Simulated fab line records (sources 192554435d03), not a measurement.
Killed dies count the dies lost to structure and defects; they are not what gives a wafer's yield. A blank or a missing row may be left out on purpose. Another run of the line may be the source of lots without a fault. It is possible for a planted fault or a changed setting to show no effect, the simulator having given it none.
The same fault as seen by 2 desks    flow n5Finfet    each desk holds nothing but its own numbers, with what lay behind them at the end

== THE TOOL OWNER'S DESK: pecvd-03 ==
The tool's own readings at N5_BEOL_M6_DEP_56 (deposits SiCN from 3MS/NH3, target thk 10 nm, time 17.5 s): means of the sampled wafers that have a number, for each lot that ran on this tool. A lot is out of limits, marked OUT, if its mean lies more than 4 standard deviations from the usual mean; the brackets give that distance.
Columns: A = showerheadPlenumPTorr at N5_BEOL_M6_DEP_56, usual 3.667 Torr; B = throttleValvePct at N5_BEOL_M6_DEP_56, usual 9.3 %
lot   first seen here  A      B
L978  day 11 22:43     3.670  9.0
L980  day 12 21:02     3.671  8.8
L990  day 15 00:25     3.665  9.2
Result from this desk: across the 3 lots, nothing is out of limits.

== THE DEFECT DESK ==
Per lot, the means of the sampled wafers with a number show what the inspections along the route counted. A lot is out of limits, marked OUT, if its mean lies more than 4 standard deviations from the usual mean; the brackets give that distance.
Columns: A = rawDefectCount at N5_BEOL_M6_INSPECT_58, usual 71; B = rawDefectCount at N5_BEOL_M7_INSPECT_13, usual 400; C = rawDefectCount at N5_BEOL_M7_INSPECT_30, usual 404
lot   first seen here  A              B    C
L978  day 11 22:49     67             406  403
L977  day 12 02:37     83             476  456
L979  day 12 18:57     53             343  360
L980  day 12 21:09     40             246  221
L982  day 13 09:38     43             298  305
L976  day 14 19:38     63             340  352
L990  day 15 00:31     403 (+13) OUT  695  720
L993  day 16 05:06     68             329  319
L995  day 16 08:31     45             427  422
L996  day 16 11:25     59             426  450
Finding of this desk: L990 out of limits; the first was L990 at day 15 00:31, on rawDefectCount at N5_BEOL_M6_INSPECT_58. L978, L977, L979, L980, L982, L976, L993, L995, L996: within limits.

== TAKEN TOGETHER ==
The defect desk could have raised an alarm at day 15 00:31, on L990.
Nothing out of limits was seen by the tool owner's desk.
On record at the tool owner's desk: L990, within its limits.
On pecvd-03, each named lot ran N5_BEOL_M6_DEP_56.

== WHAT THE SIMULATOR PUT IN ==
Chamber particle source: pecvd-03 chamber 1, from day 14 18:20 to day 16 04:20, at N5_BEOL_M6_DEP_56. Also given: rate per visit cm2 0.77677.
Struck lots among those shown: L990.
Hours from the fault's start to each desk's first reading out of limits: the defect desk, 6.
